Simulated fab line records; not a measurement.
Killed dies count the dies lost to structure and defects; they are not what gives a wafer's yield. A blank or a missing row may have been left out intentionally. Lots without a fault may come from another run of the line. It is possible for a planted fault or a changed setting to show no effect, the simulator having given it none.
fab line records	flow n5-finfet
[record] lots = 9	wafers = 25	last-day = 17
route steps=1938 shown BEOL_M4@1089 BEOL_M5@1112 PASSIVATION@1936
lots that met no fault: taken from a fault-free run of the same line
start-h: start of the lot's first displayed wafer, in hours after the record's first day	wait-h: time in hours since the lot's previous step	" unchanged from the row above	L1.1+2: a single row standing in for several wafers	- value missing, or start not given	* or withheld: withheld	< > ~ a bound
route shown NAME@n: names a module that has steps shown in the file, with the first one's number in the route	usual: mean/standard deviation taken from wafers without a fault	same: alike in all rows	chamber/n: place in a boat	sites: readings site by site	_std_site: their standard deviation	_edge_site: inner sites' mean taken away from outer sites' mean	radius-mm: for every site, how far away it sits from the centre of the wafer	mask NAME#n: copy n	behind: the last tool/chamber to shape the wafer	hold: the reason the lot was held/the length of the hold in hours/how it ended	device: names the non-switching transistor (n, p or np)	end of line: the tests these same wafers got at the end of their route	a step without rows: its recipe alone	killed: at the first sort, the dies lost to defects and structure; wafer yield is something else	map: a wafer's dies, marking killed ones x, the rest . and places with no die _
set.NAME: the setting the step ran with; set.NAME@STEP: the setting that earlier step ran with	model.NAME: the simulator's own value behind a step, which no gauge read
steps of the route over a sample of lots; a table a step, a row a wafer
services: when a tool's chamber went out of use (start-h, in hours from the record's first day, below 0 if earlier), for how many hours, and the reason
[[steps]]
[step N5_BEOL_M4_ANNEAL_82]
[recipe] temp-c = 400	time-s = 240	ambient = vacuum
[usual] heater-power-w = 915/120
lot.wafer	tool	chamber	start-h	wait-h	heater-power-w
L774.1	pvd-sputter-01	-	156.83	0.0	996
L774.3	"	-	"	"	1050
L774.6	"	-	"	"	1061
L775.1	pvd-sputter-03	-	168.60	0.0	969
L775.3	"	-	"	"	673
L775.6	"	-	"	"	968
L780.1	pvd-sputter-01	-	201.41	0.0	1084
L780.4	"	-	"	"	827
L780.5	"	-	"	"	838
L783.2	pvd-sputter-03	-	214.24	0.0	981
L783.3	"	-	"	"	783
L783.4	"	-	"	"	962
L789.2	pvd-sputter-02	-	259.59	0.0	764
L789.5	"	-	"	"	1104
L793.2	pvd-sputter-03	-	271.26	0.0	783
L793.5	"	-	"	"	940
L793.6	"	-	"	"	966
L794.3	pvd-sputter-03	-	280.53	0.0	788
L794.5	"	-	"	"	933
L796.1	pvd-sputter-01	-	304.53	0.0	892
L796.2	"	-	"	"	1055
L796.5	"	-	"	"	1004
L797.1	pvd-sputter-02	-	308.27	0.0	928
L797.2	"	-	"	"	1156
L797.5	"	-	"	"	902
[step N5_BEOL_M4_CMP_52]
[recipe] stop-on = SiOC	t-overpolish-s = 6.8	down-force-psi = 1	platen-rpm = 50	clearing-platen-down-force-psi = 1.5	clearing-platen-rpm = 50	post-cmp-clean = cu-alkaline	target-thk-nm = 40	clearing-platen-pad-velocity-m-s = 0.99484	pad-velocity-m-s = 0.99484
[usual] barrier-field-endpoint-s = 24.5/0.62	motor-current-A = 5.9/0.57	overpolish-run-s = 6.801/0.0088	retaining-ring-pressure-frac = 1.000/0.0051	time-to-endpoint-s = 62/3.4
lot.wafer	tool	chamber	start-h	wait-h	barrier-field-endpoint-s	motor-current-A	overpolish-run-s	retaining-ring-pressure-frac	time-to-endpoint-s
L774.1	cmp-03	2	158.56	0.3	24.9	5.6	6.811	1.002	66
L774.3	"	1	"	"	26.7	5.5	6.796	1.009	73
L774.6	"	3	"	"	24.2	6.0	6.797	1.000	61
L775.3	cmp-03	1	170.41	0.2	24.6	5.3	6.813	1.001	69
L775.1	"	2	"	"	24.6	5.7	6.799	0.997	63
L775.6	"	3	"	"	24.4	5.7	6.788	0.994	57
L780.1	cmp-01	3	203.14	0.3	24.2	7.0	6.798	1.004	61
L780.4	"	2	"	"	24.5	5.8	6.808	1.002	61
L780.5	"	0	"	"	24.4	6.1	6.784	1.001	62
L783.3	cmp-01	1	217.50	1.7	25.1	5.9	6.799	1.005	67
L783.2	"	2	"	"	23.8	5.4	6.805	1.006	63
L783.4	"	0	"	"	24.8	6.4	6.797	1.007	63
L789.2	cmp-02	1	261.37	0.3	24.4	6.4	6.818	1.003	62
L789.5	"	2	"	"	24.9	5.7	6.795	0.995	64
L793.2	cmp-02	0	273.26	0.3	24.0	6.5	6.793	1.002	56
L793.5	"	1	"	"	24.6	6.2	6.792	1.000	61
L793.6	"	2	"	"	24.3	5.7	6.795	0.997	58
L794.3	cmp-02	2	282.34	0.2	24.3	5.4	6.789	0.995	62
L794.5	"	1	"	"	24.7	6.1	6.780	0.996	64
L796.2	cmp-03	3	306.30	0.2	23.8	5.7	6.797	1.007	59
L796.1	"	0	"	"	24.9	5.4	6.799	1.002	66
L796.5	"	3	"	"	24.2	5.9	6.818	0.996	58
L797.2	cmp-02	2	310.10	0.2	25.1	5.6	6.807	0.998	64
L797.1	"	3	"	"	25.1	5.7	6.802	1.004	64
L797.5	"	2	"	"	25.3	5.7	6.809	0.995	64
[step N5_BEOL_M4_RC_MEAS_101]
[usual] DIBL_N = 35.8/1.8	DIBL_P = 35.6/2	IOFF_N = 0.148/0.028	IOFF_P = 0.20/0.034	ION_N = 672/12	ION_P = 462/8.5	SS_N = 71.2/0.65	SS_P = 73.1/0.67	VT_N = 251/3.3	VT_P = -251/3.8
lot.wafer	tool	chamber	start-h	wait-h	DIBL_N[mV/V]	DIBL_P[mV/V]	IOFF_N[nA/um]	IOFF_P[nA/um]	ION_N[uA/um]	ION_P[uA/um]	SS_N[mV/dec]	SS_P[mV/dec]	VT_N[mV]	VT_P[mV]
L774.1	prober-02	0	159.17	0.0	34.6	35.2	0.150	0.16	674	449	71.1	72.6	252	-258
L774.3	"	0	"	"	32.9	34.3	0.119	0.15	660	454	70.7	72.5	253	-257
L774.6	"	0	"	"	34.0	36.4	0.145	0.17	677	459	71.5	73.4	251	-255
L775.1	prober-01	0	170.97	0.0	37.7	38.6	0.156	0.22	647	451	72.1	73.9	252	-247
L775.3	"	0	"	"	36.9	36.7	0.151	0.20	672	461	70.9	72.5	252	-248
L775.6	"	0	"	"	36.8	37.4	0.145	0.21	674	464	70.4	73.5	250	-248
L780.1	prober-02	0	203.75	0.0	33.2	32.1	0.111	0.16	667	459	70.4	72.0	254	-256
L780.4	"	0	"	"	34.2	33.6	0.129	0.19	674	467	70.5	72.8	250	-250
L780.5	"	0	"	"	34.0	32.3	0.116	0.16	655	453	70.5	72.6	254	-253
L783.2	prober-02	0	218.26	0.2	34.6	34.3	0.121	0.19	663	457	70.1	73.5	253	-249
L783.3	"	0	"	"	35.9	35.7	0.136	0.21	674	467	71.3	72.8	252	-247
L783.4	"	0	"	"	35.2	34.7	0.137	0.19	677	468	70.8	72.4	250	-249
L789.2	prober-02	0	262.13	0.2	32.9	33.5	0.126	0.21	676	472	70.3	73.4	251	-248
L789.5	"	0	"	"	35.7	35.7	0.171	0.24	688	475	71.7	74.5	247	-245
L793.2	prober-02	0	273.91	0.2	36.9	35.4	0.152	0.17	679	453	70.9	73.3	251	-255
L793.5	"	0	"	"	36.9	36.1	0.153	0.18	675	451	71.9	72.9	252	-254
L793.6	"	0	"	"	35.5	35.7	0.140	0.18	682	465	71.0	73.2	251	-252
L794.3	prober-02	0	283.24	0.3	36.4	33.2	0.145	0.16	671	454	71.8	73.0	253	-257
L794.5	"	0	"	"	37.4	35.8	0.170	0.20	685	459	71.3	73.8	249	-250
L796.1	prober-02	0	306.87	0.0	35.8	35.0	0.147	0.19	677	463	71.3	72.4	250	-248
L796.2	"	0	"	"	38.4	37.4	0.197	0.24	691	478	71.6	72.5	246	-247
L796.5	"	0	"	"	35.3	33.1	0.138	0.18	682	464	71.0	71.9	254	-250
L797.1	prober-02	0	310.71	0.0	34.5	34.1	0.145	0.19	673	471	70.7	72.4	249	-249
L797.2	"	0	"	"	35.1	35.6	0.163	0.21	687	470	70.5	72.9	246	-247
L797.5	"	0	"	"	35.3	35.2	0.164	0.21	692	469	70.9	72.9	247	-247
[step N5_BEOL_M5_ILD_DEP_00]
[recipe] material = SiCOH_lowk	target-thk-a = 1406.4	temp-c = 300	precursor = DEMS/porogen	pressure-torr = 5	rf-w = 500	time-s = 25.9
[usual] chamber-pressure-Torr = 5.001/0.011	heater-power-w = 306/41	showerhead-plenum-p-Torr = 5.742/0.016	throttle-valve-pct = 13.9/0.85
lot.wafer	tool	chamber	start-h	wait-h	chamber-pressure-Torr	heater-power-w	showerhead-plenum-p-Torr	throttle-valve-pct
L774.1	pecvd-04	0	160.13	0.8	4.987	326	5.712	13.7
L774.3	"	1	"	"	5.008	352	5.732	15.3
L774.6	"	1	"	"	4.991	349	5.734	15.3
L775.1	pecvd-02	0	171.94	0.8	4.998	370	5.739	15.1
L775.3	"	1	"	"	5.008	329	5.723	14.2
L775.6	"	0	"	"	5.016	377	5.741	14.9
L780.1	pecvd-03	0	204.72	0.8	4.994	299	5.740	14.1
L780.4	"	1	"	"	5.006	341	5.759	14.4
L780.5	"	0	"	"	4.997	304	5.733	14.2
L783.2	pecvd-03	2	219.07	0.7	4.982	273	5.743	13.1
L783.3	"	0	"	"	5.006	239	5.731	14.2
L783.4	"	1	"	"	4.993	314	5.762	14.4
L789.2	pecvd-03	2	262.94	0.7	5.009	270	5.740	12.9
L789.5	"	0	"	"	5.003	264	5.755	14.0
L793.2	pecvd-03	2	274.72	0.7	5.002	219	5.747	13.2
L793.5	"	2	"	"	4.991	221	5.737	13.1
L793.6	"	0	"	"	5.001	298	5.729	14.2
L794.3	pecvd-03	2	283.90	0.5	4.999	221	5.730	13.3
L794.5	"	1	"	"	4.993	335	5.780	14.3
L796.1	pecvd-02	0	307.84	0.8	4.993	364	5.752	14.8
L796.2	"	2	"	"	5.010	292	5.748	13.4
L796.5	"	1	"	"	4.999	306	5.742	14.1
L797.1	pecvd-04	1	311.68	0.8	5.022	365	5.735	15.3
L797.2	"	2	"	"	4.995	350	5.762	12.1
L797.5	"	2	"	"	5.005	346	5.753	12.4
[step N5_BEOL_M5_THK_MEAS_01]
[recipe] reads = SiCOH_lowk_of_BEOL_M5_ILD_DEP_00
[usual] M5_ILD_THK = 121.1/1.8
lot.wafer	tool	chamber	start-h	wait-h	M5_ILD_THK[nm]
L774.1	film-metro-01	-	160.70	0.4	120.5
L774.3	"	-	"	"	119.2
L774.6	"	-	"	"	120.3
L775.1	film-metro-02	-	172.52	0.4	119.4
L775.3	"	-	"	"	120.3
L775.6	"	-	"	"	119.1
L780.1	film-metro-01	-	205.29	0.4	119.4
L780.4	"	-	"	"	120.9
L780.5	"	-	"	"	122.2
L783.2	film-metro-02	-	219.64	0.4	119.3
L783.3	"	-	"	"	122.1
L783.4	"	-	"	"	124.2
L789.2	film-metro-01	-	263.51	0.4	58.5
L789.5	"	-	"	"	59.1
L793.2	film-metro-02	-	275.32	0.4	56.6
L793.5	"	-	"	"	57.1
L793.6	"	-	"	"	123.3
L794.3	film-metro-02	-	284.47	0.3	118.7
L794.5	"	-	"	"	60.1
L796.1	film-metro-02	-	308.89	0.8	119.2
L796.2	"	-	"	"	118.7
L796.5	"	-	"	"	121.9
L797.1	film-metro-01	-	312.60	0.4	117.6
L797.2	"	-	"	"	122.0
L797.5	"	-	"	"	123.2
[step N5_BEOL_M5_PECVD_70]
[recipe] material = SiO2	target-thk-a = 160	temp-c = 400	precursor = TEOS/O2	pressure-torr = 5.5	rf-w = 450	teos-flow-sccm = 53.8	gas = O2	flow-sccm = 3000	time-s = 18
[usual] chamber-pressure-Torr = 5.500/0.012	heater-power-w = 716/74	showerhead-plenum-p-Torr = 8.80/0.061	throttle-valve-pct = 22.4/1.4
lot.wafer	tool	chamber	start-h	wait-h	chamber-pressure-Torr	heater-power-w	showerhead-plenum-p-Torr	throttle-valve-pct
L774.1	pecvd-04	1	160.74	0.0	5.494	808	8.75	24.5
L774.3	"	0	"	"	5.496	697	8.72	22.2
L774.6	"	0	"	"	5.487	706	8.72	21.8
L775.1	pecvd-03	1	172.55	0.0	5.484	806	8.88	23.2
L775.3	"	0	"	"	5.479	671	8.78	23.0
L775.6	"	0	"	"	5.510	687	8.75	22.9
L780.1	pecvd-04	0	205.33	0.0	5.528	635	8.72	22.2
L780.4	"	0	"	"	5.505	648	8.72	22.1
L780.5	"	2	"	"	5.491	775	8.89	19.8
L783.2	pecvd-03	2	219.68	0.0	5.496	617	8.75	20.8
L783.3	"	1	"	"	5.483	796	8.85	22.9
L783.4	"	1	"	"	5.507	798	8.87	23.3
L789.2	pecvd-04	0	263.55	0.0	5.478	732	8.71	21.9
L789.5	"	0	"	"	5.477	719	8.72	22.0
L793.2	pecvd-02	1	275.35	0.0	5.512	763	8.78	22.8
L793.5	"	1	"	"	5.503	771	8.77	22.8
L793.6	"	0	"	"	5.468	754	8.78	23.9
L794.3	pecvd-03	2	284.51	0.0	5.517	637	8.76	21.2
L794.5	"	1	"	"	5.487	733	8.88	23.2
L796.1	pecvd-04	1	308.93	0.0	5.503	784	8.77	24.2
L796.2	"	0	"	"	5.506	642	8.75	22.5
L796.5	"	1	"	"	5.520	766	8.78	24.5
L797.1	pecvd-03	2	312.64	0.0	5.511	635	8.73	21.1
L797.2	"	0	"	"	5.495	598	8.77	22.8
L797.5	"	0	"	"	5.488	616	8.77	22.8
[step N5_PASSIVATION_PROBE_49]
[usual] defect-limited-yield = 91.3/1.5	killed_at_M0_to_M3 = 34/11	killed_at_M4_up = 14/6.1	killed-at-contacts = 12/5.9	killed-at-front-end = 39/11	killed-at-other = 4/3.3	killed-dies = 102/18	killed-on-rim = 13/3.8	killed-open = 67/13	killed-short = 33/7.9	sort_bin_5_function = 5.1/1	sort_bin_6_memory = 3.3/0.7	sort-n-pass = 1077/19	sort-yield-pct = 91.3/1.6
[same] gross-dies = 1180	killed-at-back-side = 0	sort_bin_4_leakage[%] = 0	sort_bin_8_speed[%] = 0
lot.wafer	tool	chamber	start-h	wait-h	defect-limited-yield[%]	killed_at_M0_to_M3	killed_at_M4_up	killed-at-contacts	killed-at-front-end	killed-at-other	killed-dies	killed-on-rim	killed-open	killed-short	sort_bin_5_function[%]	sort_bin_6_memory[%]	sort-n-pass	sort-yield-pct[%]
L789.2	prober-01	-	360.56	0.1	0	21	1103	11	44	1	1180	152	52	26	3.5	3.1	0	0
L789.5	prober-01	-	360.71	0.2	0.1	29	1098	13	37	2	1179	152	66	16	4.7	2.2	1	0.1
L793.2	prober-01	-	382.66	0.1	0	47	1076	13	33	11	1180	152	74	43	5.9	3.6	0	0
L793.5	prober-01	-	382.81	0.2	0	42	1097	5	33	3	1180	152	62	31	4.3	3.5	0	0
L793.6	prober-01	-	382.86	0.3	91.6	44	18	2	32	3	99	15	58	35	4.2	3.9	1081	91.6
L794.3	prober-02	-	386.02	0.1	92.5	19	25	16	25	4	89	11	61	28	4.5	2.7	1091	92.5
L794.5	prober-02	-	386.12	0.2	0	34	1092	30	23	1	1180	152	69	36	5.8	3.1	0	0
// killed by level:class
L789.2 BEOL_M5:area-dep=1099 DUMMY_GATE:geometric-particle:open=9 MOL_CONTACT_COAG:geometric-particle:open=9 STI_FIN_REVEAL:geometric-particle:open=7 BEOL_M3:geometric-particle:open=7 GATE_CUT:geometric-particle:short=6 GATE_CUT:geometric-particle:open=5 FIN_SAQP:geometric-particle:short=4
L789.5 BEOL_M5:area-dep=1094 BEOL_M3:geometric-particle:open=13 MOL_CONTACT_COAG:geometric-particle:open=11 DUMMY_GATE:geometric-particle:open=10 BEOL_M0_SAQP:geometric-particle:open=6 STI_FIN_REVEAL:geometric-particle:open=5 GATE_CUT:geometric-particle:short=5 FIN_SAQP:geometric-particle:open=4
L793.2 BEOL_M5:area-dep=1063 BEOL_M2:geometric-particle:open=13 MOL_CONTACT_COAG:geometric-particle:open=12 BEOL_M2:geometric-particle:short=12 BEOL_M3:geometric-particle:open=11 BEOL_M4:geometric-particle:open=9 PASS1_CAP:geometric-particle:short=7 BEOL_M0_SAQP:geometric-particle:short=6
L793.5 BEOL_M5:area-dep=1085 BEOL_M1:geometric-particle:open=9 STI_FIN_REVEAL:geometric-particle:open=8 BEOL_M0_SAQP:geometric-particle:short=8 BEOL_M3:geometric-particle:open=7 FIN_SAQP:geometric-particle:open=6 BEOL_M2:geometric-particle:short=6 BEOL_M4:geometric-particle:open=6
L793.6 BEOL_M2:geometric-particle:open=12 BEOL_M0_SAQP:geometric-particle:short=8 FIN_SAQP:geometric-particle:short=7 STI_FIN_REVEAL:geometric-particle:open=7 BEOL_M0_SAQP:geometric-particle:open=6 BEOL_M3:geometric-particle:open=6 FIN_SAQP:geometric-particle:open=5 BEOL_M4:geometric-particle:short=5
L794.3 BEOL_M4:geometric-particle:open=15 MOL_CONTACT_COAG:geometric-particle:open=11 FIN_SAQP:geometric-particle:open=7 BEOL_M3:geometric-particle:open=7 FIN_SAQP:geometric-particle:short=5 MOL_CONTACT_COAG:geometric-particle:short=5 BEOL_M0_SAQP:geometric-particle:open=3 BEOL_M1:geometric-particle:open=3
L794.5 BEOL_M5:area-dep=1071 MOL_CONTACT_COAG:geometric-particle:open=21 MOL_CONTACT_COAG:geometric-particle:short=9 BEOL_M3:geometric-particle:open=8 BEOL_M4:geometric-particle:open=8 FIN_SAQP:geometric-particle:short=6 BEOL_M2:geometric-particle:open=6 BEOL_M0:geometric-particle:open=5
[[services]]
tool	chamber	start-h	hours	kind
cmp-02	-	136.64	2.2	repair
pecvd-04	2	142.72	2.1	scheduled-down
pecvd-04	2	147.09	5.5	scheduled-down
cmp-03	-	152.41	4.0	pm
cmp-01	-	153.65	4.2	pm
cmp-01	-	157.95	2.1	repair
pecvd-04	-	164.08	1.0	repair
pecvd-03	2	172.20	2.1	scheduled-down
pecvd-04	0	174.70	5.5	scheduled-down
cmp-01	-	189.59	0.3	repair
cmp-01	-	193.67	4.0	pm
cmp-03	-	203.49	4.3	repair
cmp-02	-	208.01	1.8	repair
cmp-01	-	218.47	1.5	repair
cmp-03	-	234.33	1.3	repair
cmp-01	-	241.90	1.7	repair
cmp-01	-	256.66	12.8	pm
pecvd-03	2	270.65	2.1	repair
cmp-03	-	281.47	1.8	repair
pecvd-03	1	288.67	5.5	scheduled-down
pvd-sputter-01	-	290.79	0.8	repair
pvd-sputter-01	-	294.87	7.9	repair
pecvd-03	0	303.45	5.0	repair
pecvd-02	-	303.54	3.5	repair
[[key]]
[first-sign] step = N5_BEOL_M5_THK_MEAS_01	reading = M5_ILD_THK	direction = down	sigmas = 35	usual = 121.1	struck = 58.3
[effect] step = N5_PASSIVATION_PROBE_49	reading = killed_at_M4_up	direction = up	sigmas = 99+	usual = 14	struck = 1093
[more-kills-born-at] N5_BEOL_M5_ILD_DEP_00@pecvd-03 = 5412
met-at N5_BEOL_M5_ILD_DEP_00
struck-lots L789,L793,L794
struck-wafers L789.2,L789.5,L793.2,L793.5,L794.5
later-rows-left-out L789.2,L789.5,L793.2,L793.5,L794.5
not-acting-at N5_BEOL_M4_ANNEAL_82,N5_BEOL_M4_CMP_52,N5_BEOL_M5_PECVD_70
onset-between 219.07 262.94
[fault] kind = process-parameter-drift	tool = pecvd-03	chamber = -	onset-h = 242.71	steps = N5_BEOL_M5_ILD_DEP_00	channel = time-s	offset = *	shape = step	end-h = 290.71	scope = struck-wafers-only	acts-in = *	stated = *
// later-rows-left-out: the simulator's readings of these wafers behind a module that went badly wrong aren't trusted and aren't shown, but for the sort
